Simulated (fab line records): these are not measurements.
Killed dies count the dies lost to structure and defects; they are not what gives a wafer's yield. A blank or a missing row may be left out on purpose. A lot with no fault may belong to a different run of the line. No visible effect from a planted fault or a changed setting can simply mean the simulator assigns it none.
Which tool is to blame? | flow n5_finfet | Sampling: 11 lots, 33 wafers, 4 of 1938 route steps

## WHAT THE GAUGES READ, wafer by wafer
N5_BEOL_M8_CD_MEAS_11 targets a cd of 38.5 nm.
lot  | measured     | on        | cd_nm (nm)
L139 | day 9 11:56  | cd_sem-03 | 38.4 36.8 38.2
L145 | day 10 22:40 | cd_sem-01 | 37.8 37.9 38.2
L146 | day 11 05:03 | cd_sem-03 | 39.3 37.7 38.6
L147 | day 11 14:46 | cd_sem-01 | 39.9 38.3 39.6
L148 | day 11 19:36 | cd_sem-02 | 38.4 37.7 38.0
L149 | day 12 00:20 | cd_sem-02 | 38.4 39.4 39.7
L150 | day 12 10:26 | cd_sem-03 | 38.1 38.9 38.7
L154 | day 13 04:16 | cd_sem-02 | 37.2 38.1 38.4
L155 | day 13 12:32 | cd_sem-03 | 35.2 35.0 34.7
L159 | day 14 21:23 | cd_sem-02 | 36.2 36.0 36.7
L160 | day 14 21:34 | cd_sem-02 | 38.3 37.3 38.6

## WHICH TOOL RAN EACH LOT (tool, then ch and the chambers of the sampled wafers, then the start)
lot  | N5_BEOL_M7_SPUTTER_48        | N5_BEOL_M7_ANNEAL_51             | N5_BEOL_M8_EXPOSE_08
L139 | pvd_sputter-01, day 9 09:04  | rtp_anneal-02 ch 0, day 9 09:16  | arfi_scanner-01 ch 0, day 9 11:48
L145 | pvd_sputter-01, day 10 19:37 | rtp_anneal-02 ch 0, day 10 19:50 | arfi_scanner-02 ch 0, day 10 22:33
L146 | pvd_sputter-03, day 11 02:21 | rtp_anneal-01 ch 0, day 11 02:34 | arfi_scanner-03 ch 0, day 11 04:55
L147 | pvd_sputter-03, day 11 10:59 | rtp_anneal-01 ch 0, day 11 11:14 | arfi_scanner-03 ch 0, day 11 14:38
L148 | pvd_sputter-03, day 11 15:44 | rtp_anneal-02 ch 0, day 11 16:50 | arfi_scanner-03 ch 0, day 11 19:28
L149 | pvd_sputter-03, day 11 22:10 | rtp_anneal-01 ch 0, day 11 22:22 | arfi_scanner-03 ch 0, day 12 00:12
L150 | pvd_sputter-02, day 12 06:36 | rtp_anneal-01 ch 0, day 12 06:49 | arfi_scanner-02 ch 0, day 12 10:19
L154 | pvd_sputter-02, day 13 00:12 | rtp_anneal-01 ch 0, day 13 00:34 | arfi_scanner-01 ch 0, day 13 04:08
L155 | pvd_sputter-02, day 13 09:35 | rtp_anneal-01 ch 0, day 13 09:50 | arfi_scanner-03 ch 0, day 13 12:25
L159 | pvd_sputter-01, day 14 15:07 | rtp_anneal-02 ch 0, day 14 16:33 | arfi_scanner-03 ch 0, day 14 21:16
L160 | pvd_sputter-02, day 14 15:11 | rtp_anneal-01 ch 0, day 14 16:36 | arfi_scanner-02 ch 0, day 14 21:26
- N5_BEOL_M7_SPUTTER_48: material Cu, target thk 10 nm, time 1.667 s.
- N5_BEOL_M7_ANNEAL_51: time 90 s.
- N5_BEOL_M8_EXPOSE_08: exposes mask M8.

## THE ANSWER, worked out from the rows above alone
Rule: usual is defined by the lots themselves. The widest of any qualifying gaps counts: lots, ordered by their means at a reading, are off when they make up no more than a third of the lots, leave a main group of 4 or more, and stand apart from it by 3 or more times the standard deviation of that group's means. A main group whose means are all the same, to the digits that the tables above print for the reading, isn't used. A lot without any number at a reading at which 4 lots or more have one is off too. Where the step has rows for the other lots, those lots are counted as sound.
No lot is off on any of the readings shown, so nothing can be concluded from this.

## WHAT HAD BEEN PUT IN BY THE SIMULATOR
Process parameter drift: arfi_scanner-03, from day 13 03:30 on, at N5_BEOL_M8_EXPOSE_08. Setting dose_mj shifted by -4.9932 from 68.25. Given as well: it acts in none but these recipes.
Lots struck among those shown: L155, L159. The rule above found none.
